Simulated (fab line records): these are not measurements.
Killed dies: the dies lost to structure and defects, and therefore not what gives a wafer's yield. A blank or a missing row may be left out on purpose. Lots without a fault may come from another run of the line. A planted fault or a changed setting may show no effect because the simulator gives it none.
Chamber matching    flow n5 finfet    N5_BEOL_M0_SAQP_PECVD_03 on pecvd-03: 3 sister chambers
The step deposits SiCN from 3MS/NH3, target thk 12 nm, time 21.1 s. 20 wafers are shown with their chamber, then 10 later ones without.

## WAFERS, EACH WITH ITS CHAMBER
wafer   chamber  throttle valve pct (%)  rf fwd power W (W)  showerhead plenum p Torr (Torr)
L074.1  2        9.0                     199.5               3.676
L074.2  0        8.3                     199.0               3.668
L074.3  1        9.3                     198.5               3.662
L075.1  1        9.2                     198.0               3.651
L075.2  0        7.8                     197.8               3.662
L075.4  1        9.1                     198.1               3.663
L079.1  0        7.8                     199.5               3.666
L079.2  1        9.1                     198.2               3.659
L079.3  2        9.0                     199.2               3.681
L081.1  1        9.3                     197.3               3.664
L081.2  0        8.0                     199.1               3.668
L081.6  0        8.1                     199.0               3.648
L084.1  2        9.0                     199.2               3.669
L084.3  2        9.1                     199.4               3.672
L084.6  0        7.8                     199.2               3.661
L085.3  2        9.0                     199.3               3.663
L085.4  2        9.2                     199.7               3.673
L085.5  1        9.3                     198.6               3.666
L086.2  2        9.0                     199.5               3.672
L086.5  2        8.7                     198.7               3.675

SIGNATURES, as means of the wafers listed above
reading                   chamber 0  chamber 1  chamber 2  scatter within a chamber
throttle valve pct        7.967      9.217      9.000      0.154
rf fwd power W            198.933    198.117    199.312    0.448
showerhead plenum p Torr  3.66217    3.66083    3.67263    0.00605
Rule: for a wafer and a chamber, the distance is found by dividing, reading by reading, the gap between the wafer's reading and the chamber's mean by the reading's scatter, squaring, summing and taking the root. If the next closest chamber is less than 2 further off than the closest, the wafer can't be placed; otherwise it belongs to the closest. The scatter: take each reading less its chamber's mean, square it, sum over the shown wafers, divide by the number of wafers less the number of chambers, and take the root.

## WAFERS MISSING THEIR CHAMBER
wafer   throttle valve pct (%)  rf fwd power W (W)  showerhead plenum p Torr (Torr)
L086.6  8.4                     199.4               3.661
L091.1  8.3                     199.6               3.666
L091.5  9.0                     198.3               3.680
L091.6  8.0                     199.6               3.662
L094.2  7.9                     199.2               3.663
L094.4  9.3                     197.2               3.670
L094.6  8.2                     199.8               3.653
L096.2  9.2                     198.9               3.675
L096.4  9.2                     198.8               3.667
L096.6  9.1                     198.2               3.676

## WHICH CHAMBER EACH ONE RAN IN
wafer   from the rows above      in truth
L086.6  can't be placed: 0 or 2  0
L091.1  0                        0
L091.5  can't be placed: 2 or 1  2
L091.6  0                        0
L094.2  0                        0
L094.4  1                        1
L094.6  0                        0
L096.2  can't be placed: 2 or 1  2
L096.4  can't be placed: 1 or 2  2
L096.6  can't be placed: 1 or 2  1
Correct placement for 5 of the 10. From these rows, 5 cannot be placed; in 5 the true chamber is one of the candidates. Number placed wrongly: 0.
